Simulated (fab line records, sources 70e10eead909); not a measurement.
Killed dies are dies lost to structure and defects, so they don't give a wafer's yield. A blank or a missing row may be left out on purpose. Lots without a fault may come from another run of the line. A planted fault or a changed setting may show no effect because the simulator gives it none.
A struck lot beside a sound one | flow nand_harc | 27 steps out of a route of 1159
Sound: wafers L909.2, L909.4, L909.6. Struck: wafers L916.2, L916.5, L916.6. The cause comes at the end.
At each step with rows: each side's tool, then ch and its chambers, then its first start. Under that, the readings that differ: sound wafers | struck wafers | difference of the means | sigmas: that difference in standard deviations of wafers without a fault.
alike: readings whose means differ by less than 2 such deviations, and words and numbers that are the same on both sides. not compared: withheld readings, readings that some wafer has no value for, bounds like >300 that may hide the same value, and numbers for which the record gives no deviation and whose values overlap.
The two part at a step that has a row with sigmas, a row that says differs or no value, or rows on one side only. Numbers that don't overlap but have no deviation are shown without sigmas and don't part them. A reading that every wafer of one side lacks parts them only if that side has two wafers or more.

NHARC_P_M0_CMP_23: polishes, t overpolish 20 s, target thk 117.53 nm.
  sound on cmp-04 ch 0,2,3, day 8 03:01; struck on cmp-03 ch 2,3, day 9 23:05
  alike: motor_current_A, time_to_endpoint_s
NHARC_P_M0_THK_MEAS_24: measures by xrf.
  sound on film_metro-01, day 8 03:19; struck on film_metro-01, day 9 23:22
  alike: thk_nm
then, 1 step without rows for these wafers: NHARC_P_M0_SRD_25.
NHARC_P_M0_INSPECT_27:
  sound on defect_inspect-01, day 8 03:28; struck on defect_inspect-01, day 9 23:31
  alike: raw_defect_count
NHARC_P_M0_PRE_CLEAN_31: time 12 s.
  sound on pecvd-01 ch 1,2, day 8 03:34; struck on pecvd-01 ch 1,2, day 9 23:35
  reading            | sound             | struck            | difference | sigmas
  rf_fwd_power_W (W) | 291.4 291.4 289.6 | 293.0 293.8 293.0 | +2.5       | +3
  alike: heater_power_w, susceptor_temp_C
NHARC_P_M0_DEP_32: deposits SiCN, target thk 30 nm.
  sound on pecvd-01 ch 1,2, day 8 03:41; struck on pecvd-01 ch 1,2, day 9 23:42
  alike: heater_power_w, rf_fwd_power_W, showerhead_vpp_V, susceptor_temp_C
then, 5 steps without rows for these wafers: NHARC_P_M1_DEP_00 (deposits SiOC, target thk 182.5 nm); NHARC_P_M1_DEHYDRATE_01 (time 120 s); NHARC_P_M1_HMDS_02 (time 30 s); NHARC_P_M1_COAT_34 (time 65 s); NHARC_P_M1_COAT_03 (resist thk 90 nm).
NHARC_P_M1_SOFTBAKE_04: time 55 s.
  sound on litho_track-04 ch 0, day 8 04:00; struck on litho_track-04 ch 0, day 10 00:00
  reading                  | sound                | struck               | difference | sigmas
  heater_power_total_W (W) | 188.40 188.41 188.40 | 168.45 168.59 168.50 | -19.89     | -99 or more
then, 4 steps without rows for these wafers: NHARC_P_M1_EBR_05; NHARC_P_M1_EXPOSE_06 (exposes mask P M1, target cd 130 nm); NHARC_P_M1_PEB_07 (peb time 65 s); NHARC_P_M1_DEVELOP_08 (develop time 35 s).
NHARC_P_M1_CD_MEAS_09: target cd 130 nm.
  sound on cd_sem-03 ch 0, day 8 04:46; struck on cd_sem-02 ch 0, day 10 00:58
  alike: cd_nm
NHARC_P_M1_OVL_MEAS_10: pitch 260 nm.
  sound on overlay-02, day 8 04:50; struck on overlay-01, day 10 01:03
  alike: overlay_x_nm, overlay_y_nm
NHARC_P_M1_INSPECT_11:
  sound on defect_inspect-01, day 8 04:53; struck on defect_inspect-02, day 10 01:05
  alike: raw_defect_count
NHARC_P_M1_DESCUM_14: chemistry O2, time 3 s.
  sound on rie_diel-11 ch 0,1, day 8 04:56; struck on rie_diel-13 ch 0,3, day 10 01:10
  reading                     | sound           | struck            | difference | sigmas
  drypump_motor_current_A (A) | 5.9 6.6 5.9     | 4.6 5.7 4.6       | -1.2       | -2
  model.P_M1.cd_nm (nm)       | 130 129.9 129.6 | 130.5 130.3 130.3 | +0.5       |
  alike: oes_product_au, rf_vpp_V, showerhead_plenum_p_Torr, throttle_valve_pct
  not compared: rf_hours_counter_h
NHARC_P_M1_ETCH_35: etches the open film in N2/H2, target depth 40 nm, overetch 12 nm, time 43.94 s.
  sound on rie_diel-11 ch 0,2,3, day 8 05:02; struck on rie_diel-13 ch 1,2, day 10 01:14
  alike: drypump_motor_current_A, oes_product_au, rf_fwd_power_W, rf_vpp_V, showerhead_plenum_p_Torr, throttle_valve_pct
  not compared: rf_hours_counter_h
NHARC_P_M1_ETCH_15: etches the open film in C4F8/Ar, target depth 182.5 nm, time 91.2 s.
  sound on rie_diel-11 ch 0,1,3; struck on rie_diel-13 ch 1,2
  alike: oes_product_au, rf_fwd_power_W, rf_vpp_V
  not compared: rf_hours_counter_h
NHARC_P_M1_CD_MEAS_16:
  sound on cd_sem-03, day 8 05:15; struck on cd_sem-03, day 10 01:28
  alike: cd_nm
then, 1 step without rows for these wafers: NHARC_P_M1_STRIP_18 (strips in N2/H2).
NHARC_P_M1_ETCH_28: etches the open film in CF4/N2, target depth 30 nm, time 72.99 s.
  sound on rie_diel-09 ch 2,3; struck on rie_diel-11 ch 2,3
  reading               | sound             | struck            | difference | sigmas
  model.P_M1.cd_nm (nm) | 130.2 130.3 129.6 | 130.8 130.5 130.9 | +0.7       |
  alike: drypump_motor_current_A, oes_product_au, rf_fwd_power_W, rf_vpp_V, showerhead_plenum_p_Torr, throttle_valve_pct
  not compared: rf_hours_counter_h
then, 1 step without rows for these wafers: NHARC_P_M1_STRIP_19 (strips in post etch residue remover, time 600 s).
-- the record jumps here: 14 days lie between the struck wafers' starts before and after (it left off in module P_M1 and takes up again in module END, whose first step shown is number 1159 of the route) --
NHARC_END_SORT_01:
  sound on prober-02 ch 0, day 21 14:43; struck on prober-02 ch 0, day 23 17:31
  alike: defect_limited_yield, killed_at_array, killed_at_other, killed_at_periphery, killed_dies, killed_open, killed_short, sort_bin_2_pct, sort_bin_3_pct, sort_bin_4_pct, sort_n_pass, sort_rim_yield_pct, sort_yield_pct

WHERE THEY PART
First at NHARC_P_M0_PRE_CLEAN_31; last, within this record, at NHARC_P_M1_DESCUM_14. Later steps at which nothing parts them and some readings are alike: NHARC_P_M1_ETCH_35, NHARC_P_M1_ETCH_15, NHARC_P_M1_CD_MEAS_16, NHARC_P_M1_ETCH_28, NHARC_END_SORT_01.

WHY: what the simulator had put in
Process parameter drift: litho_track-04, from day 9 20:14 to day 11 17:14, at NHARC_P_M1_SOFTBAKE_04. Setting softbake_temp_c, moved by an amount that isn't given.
